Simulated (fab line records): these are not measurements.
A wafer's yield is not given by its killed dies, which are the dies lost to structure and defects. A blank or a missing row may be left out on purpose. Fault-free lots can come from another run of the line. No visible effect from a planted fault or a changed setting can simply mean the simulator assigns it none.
Which of the tools did it? | flow nand harc | 12 lots with 36 wafers sampled at 6 steps, on a route of 1159 steps

## WHAT THE GAUGES SHOWED, per wafer
NHARC_P_GATE_CD_MEAS_59: the cd target is 720 nm.
lot  | measured     | on        | cd nm (nm)
L380 | day 5 05:49  | cd sem-01 | 718.7 718.6 718.3
L382 | day 5 22:02  | cd sem-02 | 717.4 718.9 719.1
L384 | day 6 07:41  | cd sem-03 | 722.7 721.3 721.2
L383 | day 6 09:17  | cd sem-02 | 719.8 720.1 719.7
L386 | day 6 14:37  | cd sem-02 | 719.9 720.4 719.3
L385 | day 6 15:35  | cd sem-02 | 718.3 718.9 719.2
L388 | day 7 12:40  | cd sem-01 | 717.5 718.6 718.2
L390 | day 8 01:14  | cd sem-01 | 712.4 711.8 711.9
L400 | day 10 03:37 | cd sem-03 | 721.1 720.3 721.3
L401 | day 10 14:15 | cd sem-03 | 718.5 717.9 718.4
L402 | day 10 14:38 | cd sem-01 | 717.4 718.4 717.7
L403 | day 11 06:53 | cd sem-02 | 718.9 720.6 719.4

NHARC_END_SORT_01.
lot  | measured     | on        | killed at array | killed at other | killed at periphery | killed dies | killed open | killed short
L390 | day 21 17:27 | prober-01 | 30 27           | 0 0             | 7 7                 | 37 34       | 3 4         | 1 2

## WHAT TOOL EACH LOT RAN ON (gives the tool, then ch and the chambers of the sampled wafers, and finally the start)
lot  | NHARC_P_GATE_EXPOSE_56            | NHARC_P_GATE_DESCUM_61             | NHARC_P_GATE_STRIP_112               | NHARC_P_GATE_STRIP_76
L380 | krf scanner-01 ch 0, day 5 05:39  | rie diel-11 ch 0,1, day 5 05:59    | plasma asher-02 ch 1, day 5 06:23    | plasma asher-02 ch 1, day 5 06:37
L382 | krf scanner-01 ch 0, day 5 21:53  | rie diel-11 ch 0,2,3, day 5 22:14  | plasma asher-02 ch 0,1, day 5 22:37  | plasma asher-02 ch 0,1, day 5 22:50
L384 | krf scanner-01 ch 0, day 6 07:31  | rie diel-11 ch 0,2,3, day 6 07:51  | plasma asher-02 ch 0,1, day 6 08:25  | plasma asher-02 ch 0,1, day 6 08:37
L383 | krf scanner-01 ch 0, day 6 09:07  | rie diel-12 ch 0,3, day 6 09:27    | plasma asher-01 ch 0,1, day 6 09:56  | plasma asher-01 ch 0,1, day 6 10:06
L386 | krf scanner-01 ch 0, day 6 14:28  | rie diel-11 ch 0,1,3, day 6 14:49  | plasma asher-02 ch 0,1, day 6 15:10  | plasma asher-02 ch 0,1, day 6 15:25
L385 | krf scanner-01 ch 0, day 6 15:25  | rie diel-01 ch 0,1,3, day 6 15:47  | plasma asher-01 ch 0,1, day 6 16:10  | plasma asher-01 ch 0,1, day 6 16:24
L388 | krf scanner-01 ch 0, day 7 12:31  | rie diel-01 ch 1,2,3, day 7 12:52  | plasma asher-01 ch 0, day 7 13:14    | plasma asher-01 ch 0, day 7 13:30
L390 | krf scanner-01 ch 0, day 8 01:04  | rie diel-11 ch 0,2,3, day 8 01:25  | plasma asher-02 ch 0,1, day 8 01:49  | plasma asher-02 ch 0,1, day 8 02:02
L400 | krf scanner-01 ch 0, day 10 03:27 | rie diel-11 ch 1,3, day 10 03:47   | plasma asher-01 ch 0,1, day 10 04:12 | plasma asher-01 ch 0,1, day 10 04:25
L401 | krf scanner-01 ch 0, day 10 14:05 | rie diel-11 ch 2,3, day 10 14:25   | plasma asher-01 ch 0,1, day 10 14:54 | plasma asher-01 ch 0,1, day 10 15:04
L402 | krf scanner-03 ch 0, day 10 14:28 | rie diel-11 ch 0,2,3, day 10 14:47 | plasma asher-02 ch 0,1, day 10 15:10 | plasma asher-02 ch 0,1, day 10 15:25
L403 | krf scanner-04 ch 0, day 11 06:44 | rie diel-12 ch 1,2, day 11 07:03   | plasma asher-02 ch 0,1, day 11 07:28 | plasma asher-02 ch 0,1, day 11 07:41
- NHARC_P_GATE_EXPOSE_56: exposes mask P PSD, target cd 720 nm.
- NHARC_P_GATE_DESCUM_61: chemistry O2, time 3 s.
- NHARC_P_GATE_STRIP_112: strips in N2/H2, time 200 s.
- NHARC_P_GATE_STRIP_76: strips in O2.

## AS READ BY THE TOOLS THEMSELVES (means over the sampled wafers that have a number; for cases with no such wafer, the mark the record gives instead)
NHARC_P_GATE_DESCUM_61.
lot  | tool        | drypump motor current A (A) | oes product au (a.u.) | rf vpp V (V) | showerhead plenum p Torr (Torr) | throttle valve pct (%)
L380 | rie diel-11 | 5.6                         | 1.000                 | 58.7         | 2.04                            | 11.307
L382 | rie diel-11 | 5.7                         | 0.999                 | 57.4         | 1.93                            | 11.305
L384 | rie diel-11 | 5.7                         | 0.999                 | 57.5         | 1.93                            | 11.319
L383 | rie diel-12 | 5.5                         | 0.999                 | 57.1         | 1.78                            | 11.311
L386 | rie diel-11 | 5.6                         | 0.989                 | 58.4         | 2.01                            | 11.306
L385 | rie diel-01 | 6.1                         | 0.995                 | 58.2         | 1.92                            | 11.310
L388 | rie diel-01 | 6.2                         | 0.992                 | 58.3         | 1.97                            | 11.307
L390 | rie diel-11 | 5.7                         | 0.998                 | 57.9         | 1.93                            | 11.307
L400 | rie diel-11 | 5.7                         | 1.005                 | 57.4         | 1.98                            | 11.309
L401 | rie diel-11 | 5.8                         | 1.006                 | 58.0         | 1.90                            | 11.311
L402 | rie diel-11 | 5.7                         | 0.994                 | 58.0         | 1.92                            | 11.310
L403 | rie diel-12 | 5.0                         | 1.004                 | 57.3         | 1.86                            | 11.305

NHARC_P_GATE_STRIP_112.
lot  | tool            | drypump motor current A (A) | heater power w (W) | temp c (C)
L380 | plasma asher-02 | 5.2                         | 82                 | 110.03
L382 | plasma asher-02 | 5.4                         | 84                 | 109.82
L384 | plasma asher-02 | 5.5                         | 89                 | 110.15
L383 | plasma asher-01 | 6.2                         | 105                | 109.96
L386 | plasma asher-02 | 5.5                         | 89                 | 109.82
L385 | plasma asher-01 | 6.3                         | 104                | 109.98
L388 | plasma asher-01 | 6.5                         | 107                | 110.05
L390 | plasma asher-02 | 5.4                         | 84                 | 109.80
L400 | plasma asher-01 | 6.0                         | 102                | 110.06
L401 | plasma asher-01 | 6.0                         | 101                | 110.08
L402 | plasma asher-02 | 5.4                         | 89                 | 110.07
L403 | plasma asher-02 | 5.5                         | 91                 | 109.92

NHARC_P_GATE_STRIP_76.
lot  | tool            | drypump motor current A (A) | heater power w (W) | temp c (C)
L380 | plasma asher-02 | 5.2                         | 301                | 250.04
L382 | plasma asher-02 | 5.4                         | 319                | 249.97
L384 | plasma asher-02 | 5.5                         | 337                | 249.98
L383 | plasma asher-01 | 6.3                         | 387                | 250.17
L386 | plasma asher-02 | 5.5                         | 332                | 250.09
L385 | plasma asher-01 | 6.3                         | 389                | 250.01
L388 | plasma asher-01 | 6.4                         | 401                | 249.96
L390 | plasma asher-02 | 5.4                         | 320                | 250.18
L400 | plasma asher-01 | 6.0                         | 376                | 249.97
L401 | plasma asher-01 | 6.0                         | 376                | 249.92
L402 | plasma asher-02 | 5.4                         | 327                | 250.05
L403 | plasma asher-02 | 5.6                         | 333                | 250.11

## THE ANSWER, worked out from the rows above alone
Rule: the lots themselves supply what counts as usual. Put in order of their means at a reading, lots are off if they are a third of the lots or fewer, leave a main group of 4 or more, and stand apart from it by a gap of 3 or more times the standard deviation of the main group's means; of several such gaps the widest counts. If all means in a main group match to the digits the tables above print for the reading, that group is not used. Also off: a lot with no number at a reading for which 4 or more lots have one. Any other lot the step has rows for is counted as sound. First the gauges in route order, then the tools' own readings, where a lot's mean is used as printed above. At the first step where some lot is off, the reading lying furthest off is the one used; lots without a number count as furthest.
Off at NHARC_P_GATE_CD_MEAS_59 (cd nm): L390. Main group: mean 719.3 nm, sd 1.2.
If a tool, at a process step before that reading, ran all the lots that are off and no sound lot after the first of them, it fits. Gauges at NHARC_P_GATE_CD_MEAS_59: tried the same way as those tools. No candidate that was tried fits.

## WHAT THE SIMULATOR HAD PUT IN
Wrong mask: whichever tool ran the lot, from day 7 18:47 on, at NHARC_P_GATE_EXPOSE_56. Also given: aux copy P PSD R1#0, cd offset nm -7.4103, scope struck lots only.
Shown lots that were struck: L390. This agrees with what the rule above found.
